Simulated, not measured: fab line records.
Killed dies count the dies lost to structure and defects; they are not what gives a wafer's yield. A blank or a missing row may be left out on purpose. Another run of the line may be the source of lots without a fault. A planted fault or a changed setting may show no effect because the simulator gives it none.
A struck lot beside a sound one ; flow nand-harc ; 14 out of 1302 route steps
Sound: wafers L955.3, L955.5, L955.6. The struck wafers were L966.1, L966.3, L966.5. The cause is given at the end.
For every step that has rows: the tool of each side, followed by ch and its chambers, followed by its first start. Under that, the readings that differ: sound wafers ; struck wafers ; difference of the means ; sigmas: that difference in standard deviations of wafers without a fault.
alike: a reading whose means differ by less than 2 such deviations, as well as words and numbers matching on both sides. not compared: withheld readings; readings where some wafer has no value; bounds like >300 that might hide an equal value; numbers whose values overlap and for which the record gives no deviation.
The two part at a step that has a row with sigmas, a row that says differs or no value, or rows on one side only. Numbers that don't overlap but have no deviation are shown without sigmas and don't part them. A reading that every wafer of one side lacks parts them only if that side has two wafers or more.

first, 9 steps without rows for these wafers: NHARC_THIN_TSV_PVD_24 (deposits Al, target thk 800 nm); NHARC_THIN_TSV_DEHYDRATE_25 (time 120 s); NHARC_THIN_TSV_HMDS_26 (time 30 s); NHARC_THIN_TSV_COAT_27; NHARC_THIN_TSV_SOFTBAKE_28 (time 95 s); NHARC_THIN_TSV_EBR_29; NHARC_THIN_TSV_EXPOSE_30 (exposes mask PAD); NHARC_THIN_TSV_PEB_31 (peb time 85 s); NHARC_THIN_TSV_DEVELOP_32 (time 70 s).
NHARC_THIN_TSV_CD_MEAS_33: target cd 5000 nm.
  sound on cd-sem-02 ch 0, day 24 17:21; struck on cd-sem-02 ch 0, day 30 01:12
  alike: cd-nm
then, 1 step without rows for these wafers: NHARC_THIN_TSV_HARDBAKE_34 (time 80 s).
NHARC_THIN_TSV_DESCUM_35: chemistry O2, time 3 s.
  sound on rie-diel-13 ch 2,3, day 24 17:31; struck on rie-diel-10 ch 1,2, day 30 01:22
  alike: drypump-motor-current-A, oes-product-au, rf-vpp-V, showerhead-plenum-p-Torr, throttle-valve-pct
  not compared: rf-hours-counter-h
NHARC_THIN_TSV_ETCH_59: etches the open film in Cl2/BCl3, target depth 880 nm, time 138.1 s.
  sound on rie-metal-01 ch 0,1, day 24 17:43; struck on rie-metal-02 ch 0, day 30 01:29
reading;sound;struck;difference;sigmas
drypump-motor-current-A (A);5.9 6.5 5.9;5.2 5.2 5.2;-0.9;-2
run-length-s (s);159.6 159.8 159.2;61.6 61.7 61.6;-97.9;-99 or more
  alike: oes-product-au, throttle-valve-pct
  not compared: rf-hours-counter-h
NHARC_THIN_TSV_ETCH_36: etches the open film in Cl2/BCl3, target depth 65 nm, time 18.571 s.
  sound on rie-metal-01 ch 0,1, day 24 17:55; struck on rie-metal-02 ch 0, day 30 01:58
reading;sound;struck;difference;sigmas
drypump-motor-current-A (A);6.5 6.5 5.9;5.2 5.2 5.2;-1.1;-3
  alike: oes-product-au, run-length-s
  not compared: rf-hours-counter-h

## WHERE THEY PART
At NHARC_THIN_TSV_ETCH_59 first; at NHARC_THIN_TSV_ETCH_36 last (within this record only).

WHY: whatever the simulator had introduced
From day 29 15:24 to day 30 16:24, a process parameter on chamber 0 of rie-metal-02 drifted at NHARC_THIN_TSV_ETCH_59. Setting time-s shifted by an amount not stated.
